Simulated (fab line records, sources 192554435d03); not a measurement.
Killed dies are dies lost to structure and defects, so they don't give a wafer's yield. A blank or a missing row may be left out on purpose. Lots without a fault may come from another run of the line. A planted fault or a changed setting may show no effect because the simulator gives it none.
Problem report in the 8D (eight disciplines) form, filled by code | flow n5_finfet | the parts of the form that need people (team, actions taken, sign-off) are left out

1. THE PROBLEM
etch_rf_on_time_s at N5_BEOL_M5_ETCH_75 reads a mean of 3.72 s on 3 wafers of 3 lots; wafers without a fault read 5.19 s with a standard deviation of 0.13. That is -11 standard deviations from the usual mean.
The step: etches underlayer in N2/H2, target depth 6.5 nm, time 5.2 s.
First seen on wafer L135.2, day 10 05:19, on rie_diel-03. The record holds 28 wafers of 10 lots with a number at this step. Rule for "out", or "out of limits": more than 4 standard deviations from the usual mean. The other wafers with a number count as sound.

2. WHAT IT IS AND WHAT IT IS NOT
question                    | is                     | is not
which readings at this step | etch_rf_on_time_s      | drypump_motor_current_A, h2_flow_sccm, showerhead_plenum_p_Torr, throttle_valve_pct
which lots                  | L135, L137, L138       | L128, L130, L131, L147, L148, L150, L151
which wafers of those lots  | L135.2, L137.5, L138.2 | L135.3, L135.4, L137.1, L137.4, L138.6
read on which tools         | rie_diel-03            | rie_diel-04, rie_diel-05
when                        | from day 10 05:19      | up to then (11 sound wafers); but 14 sound wafers of L137, L138, L147, L148, L150, L151 came after

3. SUSPECTS, AND WHAT RULES EACH OUT
Counting: a tool at a process step up to the reading stays a suspect if it ran every lot that is out. Sound lots after the first of them don't rule it out here, since some wafers of a struck lot are sound.
- rie_diel-03 at N5_BEOL_M5_ETCH_75 (etches underlayer in N2/H2, target depth 6.5 nm, time 5.2 s): kept. It ran every lot that is out, first L135 (day 10 05:19); its last sound lot up to then is L130 (day 9 02:53). Its own readings are out on those wafers: etch_rf_on_time_s.
Left after counting: rie_diel-03 at N5_BEOL_M5_ETCH_75.

4. THE CAUSE (what the simulator had put in)
Process parameter drift: rie_diel-03, from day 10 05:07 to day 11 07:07, at N5_BEOL_M5_ETCH_75. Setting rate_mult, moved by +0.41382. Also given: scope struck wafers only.
Counting left only this tool.

5. THE CHAIN OF EFFECTS, in route order
Each row: a reading whose mean over the struck wafers that have a number lies more than 3 standard deviations from the usual. Only readings for which the record gives a usual standard deviation are gone through. hours: the time from each lot's start at the first step in this table that gives one to its start at this step, as a median over the lots. sigmas: the change in usual standard deviations.
hours | step               | reading           | usual  | on struck wafers | change | sigmas
0     | N5_BEOL_M5_ETCH_75 | etch_rf_on_time_s | 5.19 s | 3.72             | -1.47  | -11
The process steps in it:
- N5_BEOL_M5_ETCH_75: etches underlayer in N2/H2, target depth 6.5 nm, time 5.2 s.

6. WHAT WOULD HAVE CAUGHT IT SOONER
In this record the first reading out of limits was taken at day 10 05:19, 0 hours after the fault began at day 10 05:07.
